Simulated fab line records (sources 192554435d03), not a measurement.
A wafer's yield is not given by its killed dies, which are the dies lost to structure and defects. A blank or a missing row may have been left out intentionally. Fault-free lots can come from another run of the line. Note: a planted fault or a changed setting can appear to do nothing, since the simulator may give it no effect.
Which tool was responsible? || flow n5Finfet || Sampling: 9 lots, 27 wafers, 5 of 1938 route steps

== WHAT EACH GAUGE READ, for each wafer ==
N5_BEOL_M4_RC_MEAS_101. Usual: DIBL_N 36.5 mV/V, standard deviation 1.4; DIBL_P 36.5 mV/V, standard deviation 1.6; IOFF_N 0.163 nA/um, standard deviation 0.022; IOFF_P 0.219 nA/um, standard deviation 0.029; ION_N 675 uA/um, standard deviation 8.3; ION_P 464 uA/um, standard deviation 6.2; SS_N 71.5 mV/dec, standard deviation 0.52; SS_P 73.4 mV/dec, standard deviation 0.57; VT_N 249.7 mV, standard deviation 2.6; VT_P -250 mV, standard deviation 3.
{"lot": "L442", "measured": "day 8 15:29", "on": "prober-01", "DIBL_N (mV/V)": "37.4 34.2 36.5", "DIBL_P (mV/V)": "38.1 34.8 38.0", "IOFF_N (nA/um)": "0.189 0.134 0.174", "IOFF_P (nA/um)": "0.216 0.174 0.213", "ION_N (uA/um)": "673 666 676", "ION_P (uA/um)": "455 453 461", "SS_N (mV/dec)": "72.7 71.4 72.3", "SS_P (mV/dec)": "73.7 73.3 73.4", "VT_N (mV)": "247.7 251.4 250.6", "VT_P (mV)": "-251 -255 -251", "flag": ""}
{"lot": "L446", "measured": "day 9 16:14", "on": "prober-02", "DIBL_N (mV/V)": "33.4 35.9 33.5", "DIBL_P (mV/V)": "33.0 36.4 33.4", "IOFF_N (nA/um)": "0.120 0.169 0.123", "IOFF_P (nA/um)": "0.162 0.212 0.164", "ION_N (uA/um)": "675 688 666", "ION_P (uA/um)": "459 473 457", "SS_N (mV/dec)": "71.2 72.3 71.3", "SS_P (mV/dec)": "72.3 73.6 72.5", "VT_N (mV)": "252.0 247.8 251.7", "VT_P (mV)": "-251 -249 -254", "flag": ""}
{"lot": "L447", "measured": "day 9 21:19", "on": "prober-01", "DIBL_N (mV/V)": "36.9 35.8 36.2", "DIBL_P (mV/V)": "36.2 35.2 36.4", "IOFF_N (nA/um)": "0.172 0.154 0.173", "IOFF_P (nA/um)": "0.197 0.188 0.200", "ION_N (uA/um)": "666 666 682", "ION_P (uA/um)": "454 454 462", "SS_N (mV/dec)": "72.1 70.6 71.4", "SS_P (mV/dec)": "73.3 73.4 73.0", "VT_N (mV)": "251.5 250.5 249.3", "VT_P (mV)": "-250 -251 -251", "flag": ""}
{"lot": "L449", "measured": "day 11 00:24", "on": "prober-02", "DIBL_N (mV/V)": "38.6 36.2 37.8", "DIBL_P (mV/V)": "37.9 34.9 37.6", "IOFF_N (nA/um)": "0.185 0.140 0.179", "IOFF_P (nA/um)": "0.256 0.201 0.246", "ION_N (uA/um)": "682 674 683", "ION_P (uA/um)": "467 464 475", "SS_N (mV/dec)": "72.0 71.2 71.0", "SS_P (mV/dec)": "74.1 73.1 73.8", "VT_N (mV)": "248.0 251.5 251.6", "VT_P (mV)": "-250 -250 -249", "flag": ""}
{"lot": "L455", "measured": "day 12 15:24", "on": "prober-01", "DIBL_N (mV/V)": "38.6 38.1 38.4", "DIBL_P (mV/V)": "37.1 36.5 36.5", "IOFF_N (nA/um)": "0.181 0.173 0.177", "IOFF_P (nA/um)": "0.226 0.205 0.205", "ION_N (uA/um)": "682 678 665", "ION_P (uA/um)": "462 456 450", "SS_N (mV/dec)": "72.3 72.3 71.2", "SS_P (mV/dec)": "73.7 73.7 73.2", "VT_N (mV)": "246.5 248.6 249.0", "VT_P (mV)": "-251 -253 -254", "flag": ""}
{"lot": "L457", "measured": "day 12 07:55", "on": "prober-02", "DIBL_N (mV/V)": "37.0 37.5 37.3", "DIBL_P (mV/V)": "38.0 37.7 37.9", "IOFF_N (nA/um)": "0.185 0.187 0.180", "IOFF_P (nA/um)": "0.256 0.247 0.249", "ION_N (uA/um)": "686 677 680", "ION_P (uA/um)": "470 460 467", "SS_N (mV/dec)": "71.1 72.3 71.8", "SS_P (mV/dec)": "73.8 73.7 73.4", "VT_N (mV)": "248.4 250.2 248.8", "VT_P (mV)": "-249 -247 -246", "flag": ""}
{"lot": "L460", "measured": "day 13 02:41", "on": "prober-02", "DIBL_N (mV/V)": "38.5 38.7 38.1", "DIBL_P (mV/V)": "38.0 37.9 37.6", "IOFF_N (nA/um)": "0.175 0.184 0.174", "IOFF_P (nA/um)": "0.240 0.244 0.248", "ION_N (uA/um)": "681 666 685", "ION_P (uA/um)": "464 460 471", "SS_N (mV/dec)": "71.3 71.4 71.4", "SS_P (mV/dec)": "74.3 74.3 74.0", "VT_N (mV)": "250.5 248.6 247.6", "VT_P (mV)": "-247 -248 -247", "flag": ""}
{"lot": "L461", "measured": "day 13 10:22", "on": "prober-01", "DIBL_N (mV/V)": "35.9 34.6 36.0", "DIBL_P (mV/V)": "37.2 35.2 37.6", "IOFF_N (nA/um)": "0.158 0.136 0.166", "IOFF_P (nA/um)": "0.203 0.166 0.203", "ION_N (uA/um)": "675 668 682", "ION_P (uA/um)": "467 458 463", "SS_N (mV/dec)": "71.4 70.9 71.8", "SS_P (mV/dec)": "73.2 73.3 73.5", "VT_N (mV)": "251.6 251.9 249.8", "VT_P (mV)": "-253 -258 -252", "flag": ""}
{"lot": "L462", "measured": "day 13 22:22", "on": "prober-02", "DIBL_N (mV/V)": "35.7 33.3 35.0", "DIBL_P (mV/V)": "37.9 34.6 36.6", "IOFF_N (nA/um)": "0.170 0.127 0.151", "IOFF_P (nA/um)": "0.230 0.184 0.217", "ION_N (uA/um)": "681 675 675", "ION_P (uA/um)": "472 467 465", "SS_N (mV/dec)": "72.5 71.0 71.1", "SS_P (mV/dec)": "73.4 72.6 73.3", "VT_N (mV)": "250.1 252.1 250.0", "VT_P (mV)": "-248 -251 -249", "flag": ""}

== TOOL THAT RAN EACH LOT (tool first, then ch and the chambers of the sampled wafers, then the start) ==
{"lot": "L442", "N5_HKMG_FIN_DESCUM_53": "rieDiel-01 ch 0,1,3, day 4 10:47", "N5_HKMG_FIN_ETCH_54": "rieDiel-01 ch 0,1,3, day 4 10:49", "N5_HKMG_FIN_ETCH_31": "rieDiel-02 ch 0,2,3, day 4 14:06", "N5_HKMG_FIN_STRIP_19": "plasmaAsher-02 ch 0,1, day 4 14:47"}
{"lot": "L446", "N5_HKMG_FIN_DESCUM_53": "rieDiel-02 ch 0,2,3, day 5 14:13", "N5_HKMG_FIN_ETCH_54": "rieDiel-02 ch 0,2,3, day 5 14:15", "N5_HKMG_FIN_ETCH_31": "rieDiel-02 ch 0,1,2, day 5 17:29", "N5_HKMG_FIN_STRIP_19": "plasmaAsher-02 ch 0,1, day 5 18:03"}
{"lot": "L447", "N5_HKMG_FIN_DESCUM_53": "rieDiel-02 ch 2,3, day 5 21:35", "N5_HKMG_FIN_ETCH_54": "rieDiel-02 ch 2,3, day 5 21:37", "N5_HKMG_FIN_ETCH_31": "rieDiel-02 ch 1,2, day 6 00:59", "N5_HKMG_FIN_STRIP_19": "plasmaAsher-01 ch 0,1, day 6 01:40"}
{"lot": "L449", "N5_HKMG_FIN_DESCUM_53": "rieDiel-01 ch 0,2, day 6 08:04", "N5_HKMG_FIN_ETCH_54": "rieDiel-01 ch 0,2, day 6 08:06", "N5_HKMG_FIN_ETCH_31": "rieDiel-02 ch 0,1,2, day 6 11:55", "N5_HKMG_FIN_STRIP_19": "plasmaAsher-02 ch 0,1, day 6 12:35"}
{"lot": "L455", "N5_HKMG_FIN_DESCUM_53": "rieDiel-02 ch 0,2, day 8 05:07", "N5_HKMG_FIN_ETCH_54": "rieDiel-02 ch 0,2, day 8 05:09", "N5_HKMG_FIN_ETCH_31": "rieDiel-05 ch 0,2, day 8 08:37", "N5_HKMG_FIN_STRIP_19": "plasmaAsher-02 ch 0,1, day 8 09:10"}
{"lot": "L457", "N5_HKMG_FIN_DESCUM_53": "rieDiel-05 ch 0,2, day 8 07:36", "N5_HKMG_FIN_ETCH_54": "rieDiel-05 ch 0,2, day 8 07:38", "N5_HKMG_FIN_ETCH_31": "rieDiel-01 ch 0,1, day 8 11:25", "N5_HKMG_FIN_STRIP_19": "plasmaAsher-01 ch 0,1, day 8 11:58"}
{"lot": "L460", "N5_HKMG_FIN_DESCUM_53": "rieDiel-01 ch 0,3, day 9 04:12", "N5_HKMG_FIN_ETCH_54": "rieDiel-01 ch 0,3, day 9 04:14", "N5_HKMG_FIN_ETCH_31": "rieDiel-02 ch 0,1,3, day 9 07:37", "N5_HKMG_FIN_STRIP_19": "plasmaAsher-01 ch 0,1, day 9 08:10"}
{"lot": "L461", "N5_HKMG_FIN_DESCUM_53": "rieDiel-05 ch 0,2,3, day 9 05:02", "N5_HKMG_FIN_ETCH_54": "rieDiel-05 ch 0,2,3, day 9 05:05", "N5_HKMG_FIN_ETCH_31": "rieDiel-02 ch 0,1, day 9 08:26", "N5_HKMG_FIN_STRIP_19": "plasmaAsher-01 ch 0,1, day 9 09:00"}
{"lot": "L462", "N5_HKMG_FIN_DESCUM_53": "rieDiel-02 ch 0,1,2, day 9 13:20", "N5_HKMG_FIN_ETCH_54": "rieDiel-02 ch 0,1,2, day 9 13:22", "N5_HKMG_FIN_ETCH_31": "rieDiel-02 ch 0,1,3, day 9 16:53", "N5_HKMG_FIN_STRIP_19": "plasmaAsher-01 ch 0,1, day 9 17:28"}
- N5_HKMG_FIN_DESCUM_53: chemistry O2, time 7.9 s.
- N5_HKMG_FIN_ETCH_54: etches SiARC in CF4, target depth 45.5 nm, time 75.8 s.
- N5_HKMG_FIN_ETCH_31: etches SiARC in CF4, target depth 45.5 nm, time 75.8 s.
- N5_HKMG_FIN_STRIP_19: strips in N2/H2, time 360 s.

== WHAT THE TOOLS THEMSELVES READ (means of the sampled wafers that have a number; where no wafer has one, the mark that the record gives instead) ==
N5_HKMG_FIN_DESCUM_53. Usual: drypumpMotorCurrentA 5.7 A, standard deviation 0.52; oesProductAu 0.76 a.u., standard deviation 0.076; rfVppV 242.7 V, standard deviation 0.96; showerheadPlenumPTorr 2.067 Torr, standard deviation 0.027; throttleValvePct 20.46 %, standard deviation 0.23.
{"lot": "L442", "tool": "rieDiel-01", "drypumpMotorCurrentA (A)": 5.7, "oesProductAu (a.u.)": 0.80, "rfVppV (V)": 243.0, "showerheadPlenumPTorr (Torr)": 2.072, "throttleValvePct (%)": 20.33, "flag": ""}
{"lot": "L446", "tool": "rieDiel-02", "drypumpMotorCurrentA (A)": 5.8, "oesProductAu (a.u.)": 0.79, "rfVppV (V)": 242.8, "showerheadPlenumPTorr (Torr)": 2.077, "throttleValvePct (%)": 20.49, "flag": ""}
{"lot": "L447", "tool": "rieDiel-02", "drypumpMotorCurrentA (A)": 6.0, "oesProductAu (a.u.)": 0.77, "rfVppV (V)": 243.8, "showerheadPlenumPTorr (Torr)": 2.103, "throttleValvePct (%)": 20.44, "flag": ""}
{"lot": "L449", "tool": "rieDiel-01", "drypumpMotorCurrentA (A)": 6.0, "oesProductAu (a.u.)": 0.75, "rfVppV (V)": 242.4, "showerheadPlenumPTorr (Torr)": 2.055, "throttleValvePct (%)": 20.55, "flag": ""}
{"lot": "L455", "tool": "rieDiel-02", "drypumpMotorCurrentA (A)": 5.8, "oesProductAu (a.u.)": 0.75, "rfVppV (V)": 242.8, "showerheadPlenumPTorr (Torr)": 2.060, "throttleValvePct (%)": 20.69, "flag": ""}
{"lot": "L457", "tool": "rieDiel-05", "drypumpMotorCurrentA (A)": 5.2, "oesProductAu (a.u.)": 0.71, "rfVppV (V)": 240.9, "showerheadPlenumPTorr (Torr)": 2.024, "throttleValvePct (%)": 20.48, "flag": ""}
{"lot": "L460", "tool": "rieDiel-01", "drypumpMotorCurrentA (A)": 5.9, "oesProductAu (a.u.)": 0.81, "rfVppV (V)": 242.7, "showerheadPlenumPTorr (Torr)": 2.052, "throttleValvePct (%)": 20.22, "flag": ""}
{"lot": "L461", "tool": "rieDiel-05", "drypumpMotorCurrentA (A)": 5.4, "oesProductAu (a.u.)": 0.70, "rfVppV (V)": 242.1, "showerheadPlenumPTorr (Torr)": 2.045, "throttleValvePct (%)": 20.61, "flag": ""}
{"lot": "L462", "tool": "rieDiel-02", "drypumpMotorCurrentA (A)": 5.9, "oesProductAu (a.u.)": 0.74, "rfVppV (V)": 242.4, "showerheadPlenumPTorr (Torr)": 2.063, "throttleValvePct (%)": 20.52, "flag": ""}

N5_HKMG_FIN_ETCH_54. Usual: biasW is 36.00 W with standard deviation 0.097, drypumpMotorCurrentA is 5.7 A with standard deviation 0.52, etchRfOnTimeS is 75.7 s with standard deviation 1.1, oesProductAu is 0.65 a.u. with standard deviation 0.064, rfVppV is 183.7 V with standard deviation 0.83, showerheadPlenumPTorr is 2.118 Torr with standard deviation 0.028, and throttleValvePct is 15.66 % with standard deviation 0.26.
{"lot": "L442", "tool": "rieDiel-01", "biasW (W)": 36.09, "drypumpMotorCurrentA (A)": 5.7, "etchRfOnTimeS (s)": 74.8, "oesProductAu (a.u.)": 0.69, "rfVppV (V)": 183.6, "showerheadPlenumPTorr (Torr)": 2.124, "throttleValvePct (%)": 15.55, "flag": ""}
{"lot": "L446", "tool": "rieDiel-02", "biasW (W)": 35.88, "drypumpMotorCurrentA (A)": 5.9, "etchRfOnTimeS (s)": 76.2, "oesProductAu (a.u.)": 0.67, "rfVppV (V)": 183.7, "showerheadPlenumPTorr (Torr)": 2.128, "throttleValvePct (%)": 15.68, "flag": ""}
{"lot": "L447", "tool": "rieDiel-02", "biasW (W)": 36.07, "drypumpMotorCurrentA (A)": 6.1, "etchRfOnTimeS (s)": 75.4, "oesProductAu (a.u.)": 0.67, "rfVppV (V)": 185.0, "showerheadPlenumPTorr (Torr)": 2.156, "throttleValvePct (%)": 15.67, "flag": ""}
{"lot": "L449", "tool": "rieDiel-01", "biasW (W)": 35.96, "drypumpMotorCurrentA (A)": 6.0, "etchRfOnTimeS (s)": 76.5, "oesProductAu (a.u.)": 0.64, "rfVppV (V)": 183.4, "showerheadPlenumPTorr (Torr)": 2.110, "throttleValvePct (%)": 15.78, "flag": ""}
{"lot": "L455", "tool": "rieDiel-02", "biasW (W)": 36.03, "drypumpMotorCurrentA (A)": 5.8, "etchRfOnTimeS (s)": 77.5, "oesProductAu (a.u.)": 0.64, "rfVppV (V)": 183.2, "showerheadPlenumPTorr (Torr)": 2.117, "throttleValvePct (%)": 15.89, "flag": ""}
{"lot": "L457", "tool": "rieDiel-05", "biasW (W)": 35.94, "drypumpMotorCurrentA (A)": 5.1, "etchRfOnTimeS (s)": 75.2, "oesProductAu (a.u.)": 0.61, "rfVppV (V)": 183.7, "showerheadPlenumPTorr (Torr)": 2.070, "throttleValvePct (%)": 15.68, "flag": ""}
{"lot": "L460", "tool": "rieDiel-01", "biasW (W)": 36.10, "drypumpMotorCurrentA (A)": 5.9, "etchRfOnTimeS (s)": 76.0, "oesProductAu (a.u.)": 0.70, "rfVppV (V)": 183.6, "showerheadPlenumPTorr (Torr)": 2.105, "throttleValvePct (%)": 15.43, "flag": ""}
{"lot": "L461", "tool": "rieDiel-05", "biasW (W)": 35.94, "drypumpMotorCurrentA (A)": 5.3, "etchRfOnTimeS (s)": 77.3, "oesProductAu (a.u.)": 0.59, "rfVppV (V)": 183.3, "showerheadPlenumPTorr (Torr)": 2.092, "throttleValvePct (%)": 15.82, "flag": ""}
{"lot": "L462", "tool": "rieDiel-02", "biasW (W)": 35.91, "drypumpMotorCurrentA (A)": 5.9, "etchRfOnTimeS (s)": 76.5, "oesProductAu (a.u.)": 0.63, "rfVppV (V)": 183.8, "showerheadPlenumPTorr (Torr)": 2.113, "throttleValvePct (%)": 15.72, "flag": ""}

N5_HKMG_FIN_ETCH_31. Usual: biasW is 36.01 W with standard deviation 0.11, drypumpMotorCurrentA is 5.8 A with standard deviation 0.43, etchRfOnTimeS is 75.8 s with standard deviation 1.3, oesProductAu is 0.65 a.u. with standard deviation 0.051, rfVppV is 183.7 V with standard deviation 0.81, showerheadPlenumPTorr is 2.12 Torr with standard deviation 0.032, and throttleValvePct is 15.68 % with standard deviation 0.25.
{"lot": "L442", "tool": "rieDiel-02", "biasW (W)": 35.98, "drypumpMotorCurrentA (A)": 5.9, "etchRfOnTimeS (s)": 75.3, "oesProductAu (a.u.)": 0.68, "rfVppV (V)": 184.1, "showerheadPlenumPTorr (Torr)": 2.13, "throttleValvePct (%)": 15.67, "flag": ""}
{"lot": "L446", "tool": "rieDiel-02", "biasW (W)": 37.66, "drypumpMotorCurrentA (A)": 5.9, "etchRfOnTimeS (s)": 75.2, "oesProductAu (a.u.)": 0.66, "rfVppV (V)": 188.7, "showerheadPlenumPTorr (Torr)": 2.12, "throttleValvePct (%)": 15.66, "flag": "OFF"}
{"lot": "L447", "tool": "rieDiel-02", "biasW (W)": 37.58, "drypumpMotorCurrentA (A)": 6.0, "etchRfOnTimeS (s)": 75.8, "oesProductAu (a.u.)": 0.64, "rfVppV (V)": 188.1, "showerheadPlenumPTorr (Torr)": 2.15, "throttleValvePct (%)": 15.82, "flag": "OFF"}
{"lot": "L449", "tool": "rieDiel-02", "biasW (W)": 37.73, "drypumpMotorCurrentA (A)": 5.9, "etchRfOnTimeS (s)": 74.1, "oesProductAu (a.u.)": 0.65, "rfVppV (V)": 189.2, "showerheadPlenumPTorr (Torr)": 2.12, "throttleValvePct (%)": 15.67, "flag": "OFF"}
{"lot": "L455", "tool": "rieDiel-05", "biasW (W)": 35.91, "drypumpMotorCurrentA (A)": 5.2, "etchRfOnTimeS (s)": 76.6, "oesProductAu (a.u.)": 0.61, "rfVppV (V)": 183.7, "showerheadPlenumPTorr (Torr)": 2.07, "throttleValvePct (%)": 15.68, "flag": ""}
{"lot": "L457", "tool": "rieDiel-01", "biasW (W)": 35.98, "drypumpMotorCurrentA (A)": 6.2, "etchRfOnTimeS (s)": 76.4, "oesProductAu (a.u.)": 0.69, "rfVppV (V)": 183.3, "showerheadPlenumPTorr (Torr)": 2.10, "throttleValvePct (%)": 15.40, "flag": ""}
{"lot": "L460", "tool": "rieDiel-02", "biasW (W)": 36.05, "drypumpMotorCurrentA (A)": 5.9, "etchRfOnTimeS (s)": 75.7, "oesProductAu (a.u.)": 0.64, "rfVppV (V)": 183.3, "showerheadPlenumPTorr (Torr)": 2.12, "throttleValvePct (%)": 15.54, "flag": ""}
{"lot": "L461", "tool": "rieDiel-02", "biasW (W)": 36.00, "drypumpMotorCurrentA (A)": 6.0, "etchRfOnTimeS (s)": 75.4, "oesProductAu (a.u.)": 0.63, "rfVppV (V)": 183.5, "showerheadPlenumPTorr (Torr)": 2.12, "throttleValvePct (%)": 15.52, "flag": ""}
{"lot": "L462", "tool": "rieDiel-02", "biasW (W)": 36.06, "drypumpMotorCurrentA (A)": 5.9, "etchRfOnTimeS (s)": 74.2, "oesProductAu (a.u.)": 0.64, "rfVppV (V)": 183.3, "showerheadPlenumPTorr (Torr)": 2.12, "throttleValvePct (%)": 15.54, "flag": ""}

N5_HKMG_FIN_STRIP_19. Usual: drypumpMotorCurrentA 5.7 A, standard deviation 0.41; heaterPowerW 470 W, standard deviation 52.
{"lot": "L442", "tool": "plasmaAsher-02", "drypumpMotorCurrentA (A)": 5.3, "heaterPowerW (W)": 425, "flag": ""}
{"lot": "L446", "tool": "plasmaAsher-02", "drypumpMotorCurrentA (A)": 5.3, "heaterPowerW (W)": 436, "flag": ""}
{"lot": "L447", "tool": "plasmaAsher-01", "drypumpMotorCurrentA (A)": 5.8, "heaterPowerW (W)": 514, "flag": ""}
{"lot": "L449", "tool": "plasmaAsher-02", "drypumpMotorCurrentA (A)": 5.4, "heaterPowerW (W)": 443, "flag": ""}
{"lot": "L455", "tool": "plasmaAsher-02", "drypumpMotorCurrentA (A)": 5.3, "heaterPowerW (W)": 460, "flag": ""}
{"lot": "L457", "tool": "plasmaAsher-01", "drypumpMotorCurrentA (A)": 5.8, "heaterPowerW (W)": 512, "flag": ""}
{"lot": "L460", "tool": "plasmaAsher-01", "drypumpMotorCurrentA (A)": 5.8, "heaterPowerW (W)": 510, "flag": ""}
{"lot": "L461", "tool": "plasmaAsher-01", "drypumpMotorCurrentA (A)": 5.8, "heaterPowerW (W)": 519, "flag": ""}
{"lot": "L462", "tool": "plasmaAsher-01", "drypumpMotorCurrentA (A)": 6.1, "heaterPowerW (W)": 483, "flag": ""}

== THE ANSWER, worked out from the rows above alone ==
Rule: lot off if the mean of its wafers having a number is beyond 3 standard deviations from the usual mean. Also off: a lot with no number at a reading for which 4 or more lots have one. The other lots that the step has rows for count as sound. First the gauges in route order, then the tools' own readings, where a lot's mean is used as printed above. At the first step where some lot is off, the reading lying furthest off is the one used; lots without a number count as furthest.
Off: L446, L447, L449, at N5_HKMG_FIN_ETCH_31 (biasW).
A tool fits if, at that step or a process step before it, it ran every lot that is off, and no sound lot after the first of them. Not one of the candidates tried fits.

== WHAT HAD BEEN PUT IN BY THE SIMULATOR ==
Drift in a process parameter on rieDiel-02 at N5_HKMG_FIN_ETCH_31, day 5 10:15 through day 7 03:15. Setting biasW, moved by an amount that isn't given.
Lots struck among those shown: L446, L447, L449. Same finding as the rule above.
